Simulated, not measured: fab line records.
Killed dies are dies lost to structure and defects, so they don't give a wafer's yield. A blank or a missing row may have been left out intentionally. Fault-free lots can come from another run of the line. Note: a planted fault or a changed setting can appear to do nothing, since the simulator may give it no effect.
fab line records ; flow n5Finfet
record lots=14; wafers=41; lastDay=17
route steps=1938 shown BEOL_M0_SAQP@673
lots with no fault: from the same line, run without faults
startH: the number of hours between the record's first day and the start of the first shown wafer of the lot ; waitH: time in hours since the lot's previous step ; " identical to the entry in the row above ; L1.1+2: one row covering several wafers at once ; - no value, or no start given ; * or withheld: withheld ; < > ~ a bound
route shown NAME@n: a module of which the file shows steps, and the number in the route of the first ; usual: mean and standard deviation over wafers with no fault ; same: alike in all rows ; chamber/n: place in a boat ; sites: each site's reading ; _std_site: standard deviation of those values ; _edge_site: the outer-site mean with the inner-site mean subtracted ; radiusMm: how far each site lies from the wafer's centre ; mask NAME#n: copy n ; behind: the last tool/chamber to shape the wafer ; hold: why the lot was held/for how many hours/how that ended ; device: whichever transistor did not switch (one of n, p or np) ; end of line: the route-end tests of the same wafers ; for a step that has no rows: nothing shown but its recipe ; killed: not the wafer's yield, but the dies lost to structure and defects at the first sort ; map: a wafer's dies, marking killed ones x, the rest . and places with no die _
set.NAME: the setting that was run; set.NAME@STEP: the one run at that earlier step ; model.NAME: the simulator's own value behind a step, which no gauge read
route steps across a sampled set of lots; one table per step, one row per wafer
services: when a tool's chamber went out of use (startH, in hours from the record's first day, below 0 if earlier), for how many hours, and the reason
## steps
# step N5_BEOL_M0_SAQP_ETCH_107
# recipe chemistry=CH3F/O2; target=SiNx; targetDepthA=300; maskMaterial=SOC; pressureMtorr=30; sourceW=395; biasW=73; Ar_flow_sccm=150; CH3F_flow_sccm=30; O2_flow_sccm=20; ionEnergyEv=120
# usual drypumpMotorCurrentA=5.6/0.39; oesProductAu=0.81/0.094; rfVppV=297/6.3; showerheadPlenumPTorr=2.05/0.036; throttleValvePct=16.24/0.18
lot.wafer;tool;chamber;startH;waitH;drypumpMotorCurrentA;oesProductAu;rfHoursCounterH;rfVppV;showerheadPlenumPTorr;throttleValvePct
L824.1;rieDiel-05;1;128.90;0.0;5.6;0.88;26;293;2.06;16.22
L824.3;rieDiel-05;0;128.90;0.0;5.0;0.74;197;293;2.08;16.32
L824.6;rieDiel-05;3;128.90;0.0;5.8;0.70;-;294;2.08;16.30
L825.1;rieDiel-01;1;133.18;0.0;5.7;0.87;44;301;2.11;16.25
L825.5;rieDiel-01;3;133.18;0.0;6.2;0.68;-;287;1.99;16.42
L825.6;rieDiel-01;0;133.18;0.0;5.6;0.69;-;291;1.98;16.49
L826.3;rieDiel-05;3;140.28;0.0;5.8;0.71;247;295;2.08;16.31
L826.4;rieDiel-05;2;140.28;0.0;5.7;0.96;9;307;2.03;15.96
L826.5;rieDiel-05;1;140.28;0.0;5.6;0.89;-;290;2.06;16.24
L827.2;rieDiel-01;3;143.55;0.0;6.2;0.67;249;289;1.98;16.43
L827.4;rieDiel-01;2;143.55;0.0;5.8;0.91;26;298;1.97;16.45
L827.6;rieDiel-01;2;143.55;0.0;5.8;0.92;-;298;1.97;16.45
L828.2;rieDiel-01;0;148.82;0.0;5.6;0.69;229;291;1.97;16.54
L828.3;rieDiel-01;1;148.82;0.0;5.7;0.85;49;301;2.11;16.25
L828.4;rieDiel-01;2;148.82;0.0;5.8;0.91;-;298;1.97;16.45
L829.2;rieDiel-04;1;160.22;0.0;4.9;0.75;157;303;2.05;16.04
L829.3;rieDiel-04;0;160.22;0.0;5.4;0.75;163;293;2.07;16.38
L829.6;rieDiel-04;3;160.22;0.0;6.1;0.83;-;308;2.04;16.03
L831.1;rieDiel-05;1;172.05;0.0;5.6;0.87;41;294;2.06;16.24
L831.3;rieDiel-05;0;172.05;0.0;5.0;0.72;211;294;2.08;16.35
L831.6;rieDiel-05;2;172.05;0.0;5.7;0.92;-;308;2.03;16.00
L833.1;rieDiel-01;3;189.96;0.0;6.2;0.94;7;286;1.98;16.03
L833.3;rieDiel-01;1;189.96;0.0;5.7;0.84;64;301;2.11;16.27
L833.4;rieDiel-01;0;189.96;0.0;5.7;0.68;243;290;1.97;16.55
L837.3;rieDiel-04;1;208.90;0.0;4.9;0.74;174;302;2.05;16.06
L837.5;rieDiel-04;0;208.90;0.0;5.4;0.73;-;294;2.07;16.41
L838.1;rieDiel-04;1;212.26;0.0;5.0;0.75;176;303;2.05;16.05
L838.3;rieDiel-04;2;212.26;0.0;6.0;0.96;7;292;2.04;16.30
L838.5;rieDiel-04;2;212.26;0.0;6.0;0.97;-;292;2.04;16.31
L840.3;rieDiel-04;3;225.92;0.0;6.1;0.81;126;311;2.03;16.07
L840.5;rieDiel-04;0;225.92;0.0;5.4;0.73;-;294;2.07;16.42
L840.6;rieDiel-04;3;225.92;0.0;6.1;0.81;-;308;2.03;16.06
L842.1;rieDiel-04;1;239.81;0.0;4.9;0.74;186;302;2.04;16.09
L842.2;rieDiel-04;0;239.81;0.0;5.5;0.72;192;294;2.06;16.43
L842.4;rieDiel-04;3;239.81;0.0;6.1;0.80;129;308;2.03;16.09
L843.1;rieDiel-01;3;242.78;0.1;6.1;0.91;18;289;1.98;16.04
L843.5;rieDiel-01;3;242.78;0.1;6.2;0.90;-;289;1.98;16.04
L843.6;rieDiel-01;1;242.78;0.1;5.7;0.83;-;301;2.10;16.28
L844.2;rieDiel-04;2;246.85;0.0;6.0;0.92;20;291;2.03;16.33
L844.5;rieDiel-04;1;246.85;0.0;4.9;0.73;-;301;2.04;16.10
L844.6;rieDiel-04;2;246.85;0.0;6.0;0.92;-;290;2.03;16.34
# step N5_BEOL_M0_SAQP_STRIP_108
# recipe chemistry=N2/H2; powerW=500; tempC=40; pressureMtorr=50; rfFrequencyHz=6e+07; overashFraction=0.3; biasPowerW=28; h2Frac=0.5; n2FlowSccm=300; h2FlowSccm=300
# usual drypumpMotorCurrentA=5.6/0.39; h2FlowSccm=300.1/0.89; oesProductAu=0.81/0.097; rfVppV=122.4/0.87; showerheadPlenumPTorr=3.42/0.072; throttleValvePct=18.7/0.36
lot.wafer;tool;chamber;startH;waitH;drypumpMotorCurrentA;h2FlowSccm;oesProductAu;rfHoursCounterH;rfVppV;showerheadPlenumPTorr;throttleValvePct
L824.1;rieDiel-05;1;128.94;0.0;5.6;299.8;0.89;26;121.9;3.43;19.0
L824.3;rieDiel-05;0;128.94;0.0;5.0;299.9;0.72;197;122.8;3.47;18.9
L824.6;rieDiel-05;3;128.94;0.0;5.8;301.1;0.71;-;122.7;3.42;18.3
L825.1;rieDiel-01;1;133.22;0.0;5.8;301.3;0.89;44;124.0;3.56;19.3
L825.5;rieDiel-01;3;133.22;0.0;6.2;301.4;0.67;-;120.6;3.32;19.0
L825.6;rieDiel-01;0;133.22;0.0;5.6;299.4;0.69;-;122.5;3.30;18.5
L826.3;rieDiel-05;3;140.32;0.0;5.8;300.5;0.71;247;123.3;3.42;18.3
L826.4;rieDiel-05;2;140.32;0.0;5.7;300.3;0.95;9;122.6;3.42;18.6
L826.5;rieDiel-05;1;140.32;0.0;5.6;299.9;0.90;-;122.0;3.42;19.0
L827.2;rieDiel-01;3;143.59;0.0;6.2;298.8;0.67;249;121.2;3.32;19.0
L827.4;rieDiel-01;2;143.59;0.0;5.8;301.7;0.91;26;121.2;3.28;18.8
L827.6;rieDiel-01;2;143.59;0.0;5.8;300.5;0.91;-;122.0;3.28;18.8
L828.2;rieDiel-01;0;148.86;0.0;5.7;299.8;0.69;229;119.9;3.29;18.5
L828.3;rieDiel-01;1;148.86;0.0;5.7;299.5;0.88;49;123.5;3.56;19.3
L828.4;rieDiel-01;2;148.86;0.0;5.8;299.9;0.92;-;121.5;3.28;18.8
L829.2;rieDiel-04;1;160.26;0.0;4.9;300.5;0.76;157;123.1;3.52;18.7
L829.3;rieDiel-04;0;160.26;0.0;5.4;301.4;0.76;163;122.7;3.47;18.5
L829.6;rieDiel-04;3;160.26;0.0;6.1;300.6;0.83;-;122.7;3.35;18.0
L831.1;rieDiel-05;1;172.09;0.0;5.6;299.6;0.89;41;122.0;3.42;19.0
L831.3;rieDiel-05;0;172.09;0.0;5.0;299.9;0.71;211;122.9;3.46;18.9
L831.6;rieDiel-05;2;172.09;0.0;5.7;299.3;0.93;-;123.1;3.41;18.6
L833.1;rieDiel-01;3;190.00;0.0;6.2;300.1;0.92;7;121.1;3.32;18.7
L833.3;rieDiel-01;1;190.00;0.0;5.7;299.0;0.86;64;124.7;3.55;19.4
L833.4;rieDiel-01;0;190.00;0.0;5.6;299.3;0.68;243;121.7;3.29;18.5
L837.3;rieDiel-04;1;208.94;0.0;5.0;300.3;0.74;174;122.2;3.51;18.7
L837.5;rieDiel-04;0;208.94;0.0;5.4;299.8;0.74;-;122.8;3.46;18.5
L838.1;rieDiel-04;1;212.30;0.0;5.0;301.5;0.75;176;122.2;3.51;18.7
L838.3;rieDiel-04;2;212.30;0.0;6.0;299.3;0.96;7;122.5;3.42;18.7
L838.5;rieDiel-04;2;212.30;0.0;6.0;299.3;0.97;-;121.9;3.42;18.7
L840.3;rieDiel-04;3;225.96;0.0;6.1;299.1;0.82;126;122.4;3.34;18.0
L840.5;rieDiel-04;0;225.96;0.0;5.5;301.7;0.74;-;122.6;3.46;18.5
L840.6;rieDiel-04;3;225.96;0.0;6.1;298.2;0.81;-;120.4;3.34;18.0
L842.1;rieDiel-04;1;239.85;0.0;4.9;300.9;0.73;186;123.6;3.50;18.7
L842.2;rieDiel-04;0;239.85;0.0;5.5;300.6;0.73;192;123.6;3.46;18.5
L842.4;rieDiel-04;3;239.85;0.0;6.1;299.3;0.81;129;122.2;3.34;18.0
L843.1;rieDiel-01;3;242.84;0.0;6.2;299.5;0.89;18;121.2;3.31;18.7
L843.5;rieDiel-01;3;242.84;0.0;6.2;298.6;0.90;-;121.7;3.31;18.7
L843.6;rieDiel-01;1;242.84;0.0;5.7;300.1;0.83;-;124.3;3.54;19.4
L844.2;rieDiel-04;2;246.89;0.0;6.0;299.9;0.92;20;121.1;3.41;18.8
L844.5;rieDiel-04;1;246.89;0.0;5.0;299.7;0.73;-;123.5;3.50;18.8
L844.6;rieDiel-04;2;246.89;0.0;6.0;300.1;0.93;-;123.3;3.41;18.7
# step N5_BEOL_M0_SAQP_EXPOSE_37
# recipe maskId=M0_CUT1; na=0.33; sourceShape=annular; sigmaInner=0.35; sigmaOuter=0.8; polarization=unpolarized; targetCdNm=30; doseMj=44.75
# usual exposureDoseMJCm2=44.67/0.043; focusOffsetNm=0.0/0.53; sigmaOuter=0.8/0
lot.wafer;tool;chamber;startH;waitH;mask;exposureDoseMJCm2;focusOffsetNm;sigmaOuter
L824.1;euvScanner-01;0;130.13;-;M0_CUT1#0;44.72;-0.6;0.8
L824.3;euvScanner-01;0;130.13;-;M0_CUT1#0;44.70;-0.8;0.8
L824.6;euvScanner-01;0;130.13;-;M0_CUT1#0;44.65;-0.1;0.8
L825.1;euvScanner-02;0;134.47;-;M0_CUT1#0;44.69;-0.6;0.8
L825.5;euvScanner-02;0;134.47;-;M0_CUT1#0;44.63;-0.7;0.8
L825.6;euvScanner-02;0;134.47;-;M0_CUT1#0;44.66;-1.0;0.8
L826.3;euvScanner-01;0;141.58;-;M0_CUT1#0;44.70;0.8;0.8
L826.4;euvScanner-01;0;141.58;-;M0_CUT1#0;44.70;-0.1;0.8
L826.5;euvScanner-01;0;141.58;-;M0_CUT1#0;44.68;0.0;0.8
L827.2;euvScanner-01;0;144.72;-;M0_CUT1#0;44.68;0.4;0.8
L827.4;euvScanner-01;0;144.72;-;M0_CUT1#0;44.70;0.4;0.8
L827.6;euvScanner-01;0;144.72;-;M0_CUT1#0;44.73;0.7;0.8
L828.2;euvScanner-02;0;150.15;-;M0_CUT1#0;44.65;1.1;0.8
L828.3;euvScanner-02;0;150.15;-;M0_CUT1#0;44.69;0.4;0.8
L828.4;euvScanner-02;0;150.15;-;M0_CUT1#0;44.68;0.5;0.8
L829.2;euvScanner-01;0;161.77;-;M0_CUT1#0;44.72;-0.6;0.8
L829.3;euvScanner-01;0;161.77;-;M0_CUT1#0;44.66;0.3;0.8
L829.6;euvScanner-01;0;161.77;-;M0_CUT1#0;44.61;0.0;0.8
L831.1;euvScanner-02;-;173.29;-;M0_CUT1#0;-;-;-
L831.3;euvScanner-02;-;173.29;-;M0_CUT1#0;-;-;-
L831.6;euvScanner-02;-;173.29;-;M0_CUT1#0;-;-;-
L833.1;euvScanner-02;-;192.11;-;M0_CUT1#0;-;-;-
L833.3;euvScanner-02;-;192.11;-;M0_CUT1#0;-;-;-
L833.4;euvScanner-02;-;192.11;-;M0_CUT1#0;-;-;-
L837.3;euvScanner-02;0;210.46;-;M0_CUT1#0;44.64;0.1;0.8
L837.5;euvScanner-02;0;210.46;-;M0_CUT1#0;44.67;0.4;0.8
L838.1;euvScanner-02;0;213.89;-;M0_CUT1#0;44.70;0.0;0.8
L838.3;euvScanner-02;0;213.89;-;M0_CUT1#0;44.64;0.6;0.8
L838.5;euvScanner-02;0;213.89;-;M0_CUT1#0;44.68;-0.3;0.8
L840.3;euvScanner-01;0;227.14;-;M0_CUT1#0;44.66;0.0;0.8
L840.5;euvScanner-01;0;227.14;-;M0_CUT1#0;44.66;-0.5;0.8
L840.6;euvScanner-01;0;227.14;-;M0_CUT1#0;44.63;0.4;0.8
L842.1;euvScanner-01;0;240.98;-;M0_CUT1#0;44.61;0.1;0.8
L842.2;euvScanner-01;0;240.98;-;M0_CUT1#0;44.61;0.2;0.8
L842.4;euvScanner-01;0;240.98;-;M0_CUT1#0;44.59;-0.5;0.8
L843.1;euvScanner-01;0;245.55;-;M0_CUT1#0;44.66;1.3;0.8
L843.5;euvScanner-01;0;245.55;-;M0_CUT1#0;44.66;0.6;0.8
L843.6;euvScanner-01;0;245.55;-;M0_CUT1#0;44.70;0.5;0.8
L844.2;euvScanner-02;0;248.35;-;M0_CUT1#0;44.74;0.2;0.8
L844.5;euvScanner-02;0;248.35;-;M0_CUT1#0;44.70;-0.1;0.8
L844.6;euvScanner-02;0;248.35;-;M0_CUT1#0;44.69;0.1;0.8
# step N5_BEOL_M0_SAQP_DESCUM_45
# recipe chemistry=O2; timeS=7; sourcePowerW=50; biasPowerW=20; pressureMtorr=20; rfFrequencyHz=2.712e+07; tempC=40; resist=CAR-EUV; o2FlowSccm=225
# usual drypumpMotorCurrentA=5.7/0.38; oesProductAu=0.81/0.084; rfVppV=243.8/1.1; showerheadPlenumPTorr=2.13/0.046; throttleValvePct=20.28/0.26
lot.wafer;tool;chamber;startH;waitH;drypumpMotorCurrentA;oesProductAu;rfHoursCounterH;rfVppV;showerheadPlenumPTorr;throttleValvePct
L824.1;rieDiel-01;1;130.39;0.0;5.7;0.87;43;243.5;2.23;20.45
L824.3;rieDiel-01;0;130.39;0.0;5.6;0.69;223;243.8;2.06;20.43
L824.6;rieDiel-01;1;130.39;0.0;5.7;0.88;-;244.8;2.23;20.45
L825.1;rieDiel-05;3;134.72;0.0;5.8;0.71;245;244.3;2.13;20.06
L825.5;rieDiel-05;2;134.72;0.0;5.7;0.96;-;244.1;2.13;19.99
L825.6;rieDiel-05;1;134.72;0.0;5.6;0.89;-;243.2;2.14;20.21
L826.3;rieDiel-04;1;141.83;0.0;4.9;0.77;151;244.6;2.16;20.04
L826.4;rieDiel-04;0;141.83;0.0;5.4;0.76;-;243.6;2.15;20.27
L826.5;rieDiel-04;1;141.83;0.0;5.0;0.77;-;244.4;2.16;20.03
L827.2;rieDiel-01;0;144.97;0.0;5.6;0.69;227;242.9;2.06;20.46
L827.4;rieDiel-01;3;144.97;0.0;6.2;0.66;250;243.6;2.06;20.33
L827.6;rieDiel-01;0;144.97;0.0;5.6;0.69;-;243.7;2.06;20.45
L828.2;rieDiel-04;3;150.67;0.3;6.1;0.84;103;241.4;2.13;20.11
L828.3;rieDiel-04;1;150.67;0.3;5.0;0.76;155;245.3;2.16;20.05
L828.4;rieDiel-04;2;150.67;0.3;6.0;0.69;246;244.1;2.15;20.76
L829.2;rieDiel-04;1;162.39;0.4;5.0;0.75;158;243.1;2.16;20.05
L829.3;rieDiel-04;2;162.39;0.4;6.0;0.69;249;245.2;2.15;20.76
L829.6;rieDiel-04;1;162.39;0.4;5.0;0.75;-;244.7;2.16;20.04
L831.1;rieDiel-04;0;173.55;0.0;5.4;0.76;168;244.0;2.15;20.29
L831.3;rieDiel-04;3;173.55;0.0;6.1;0.83;-;244.2;2.13;20.12
L831.6;rieDiel-04;0;173.55;0.0;5.4;0.75;-;244.3;2.15;20.28
L833.1;rieDiel-04;3;192.36;0.0;6.1;0.83;118;243.6;2.13;20.15
L833.3;rieDiel-04;0;192.36;0.0;5.4;0.75;174;244.5;2.15;20.28
L833.4;rieDiel-04;3;192.36;0.0;6.1;0.82;-;244.2;2.13;20.13
L837.3;rieDiel-05;1;211.99;1.3;5.6;0.86;54;243.6;2.13;20.24
L837.5;rieDiel-05;1;211.99;1.3;5.6;0.85;-;243.7;2.13;20.26
L838.1;rieDiel-05;2;215.57;1.5;5.7;0.90;35;243.3;2.12;20.04
L838.3;rieDiel-05;3;215.57;1.5;5.8;0.88;15;243.5;2.13;19.70
L838.5;rieDiel-05;3;215.57;1.5;5.8;0.88;-;245.0;2.13;19.70
L840.3;rieDiel-05;3;227.65;0.3;5.8;0.88;19;244.8;2.12;19.70
L840.5;rieDiel-05;1;227.65;0.3;5.6;0.85;-;242.9;2.13;20.27
L840.6;rieDiel-05;0;227.65;0.3;5.0;0.70;-;243.9;2.16;20.39
L842.1;rieDiel-01;3;241.23;0.0;6.2;0.91;17;242.9;2.05;20.07
L842.2;rieDiel-01;1;241.23;0.0;5.7;0.84;74;245.4;2.22;20.48
L842.4;rieDiel-01;2;241.23;0.0;5.8;0.87;-;242.5;2.07;20.79
L843.1;rieDiel-04;1;245.81;0.0;5.0;0.73;188;245.3;2.15;20.08
L843.5;rieDiel-04;1;245.81;0.0;4.9;0.73;-;244.5;2.15;20.09
L843.6;rieDiel-04;0;245.81;0.0;5.4;0.73;-;243.2;2.14;20.32
L844.2;rieDiel-01;3;248.60;0.0;6.2;0.89;21;243.6;2.05;20.06
L844.5;rieDiel-01;2;248.60;0.0;5.8;0.86;-;244.0;2.07;20.81
L844.6;rieDiel-01;1;248.60;0.0;5.7;0.84;-;246.0;2.22;20.48
## services
tool;chamber;startH;hours;kind
euvScanner-01;-;115.22;1.0;pm
euvScanner-01;-;133.86;4.6;pm
rieDiel-04;0;135.51;2.6;repair
rieDiel-04;2;137.67;9.0;repair
euvScanner-02;-;143.66;1.0;pm
rieDiel-01;3;146.17;-;clean
rieDiel-05;3;154.00;3.5;repair
rieDiel-04;-;156.29;1.1;repair
rieDiel-04;2;166.11;-;clean
rieDiel-04;2;166.11;-;consumableReplace:focusRing
rieDiel-04;2;166.11;30.5;scheduledDown
rieDiel-04;2;166.11;30.5;ventCycle
euvScanner-01;-;171.36;1.0;pm
rieDiel-04;1;173.36;6.0;repair
euvScanner-01;-;177.31;8.6;repair
euvScanner-02;-;185.06;0.1;repair
euvScanner-01;-;192.91;0.1;repair
euvScanner-02;-;199.81;1.0;pm
rieDiel-05;-;200.69;1.2;repair
rieDiel-04;3;204.29;12.3;repair
rieDiel-01;-;205.20;14.6;pm
euvScanner-01;-;227.51;1.0;pm
rieDiel-05;0;231.27;1.3;repair
rieDiel-01;2;241.99;4.6;repair
## key
firstSign step=N5_BEOL_M0_SAQP_EXPOSE_37; reading=toolRecord; direction=missing
effect none on later readings
metAt N5_BEOL_M0_SAQP_EXPOSE_37
struckLots L831,L833
laterRowsLeftOut L831.1,L831.3,L831.6,L833.1,L833.3,L833.4
sortLeftOut L831.1,L831.3,L831.6,L833.1,L833.3,L833.4
notActingAt N5_BEOL_M0_SAQP_ETCH_107,N5_BEOL_M0_SAQP_STRIP_108,N5_BEOL_M0_SAQP_DESCUM_45
onsetBetween 161.77 173.29
fault kind=skippedStepWhole; tool=euvScanner-01,euvScanner-02; chamber=-; onsetH=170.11; steps=N5_BEOL_M0_SAQP_EXPOSE_37; scope=struckLotsOnly
# sortLeftOut: the simulated sort isn't trusted on such a fault, so these wafers' sort isn't shown, and their yield isn't known
# laterRowsLeftOut: the simulator's readings of these wafers behind a module that went badly wrong aren't trusted and aren't shown, but for the sort
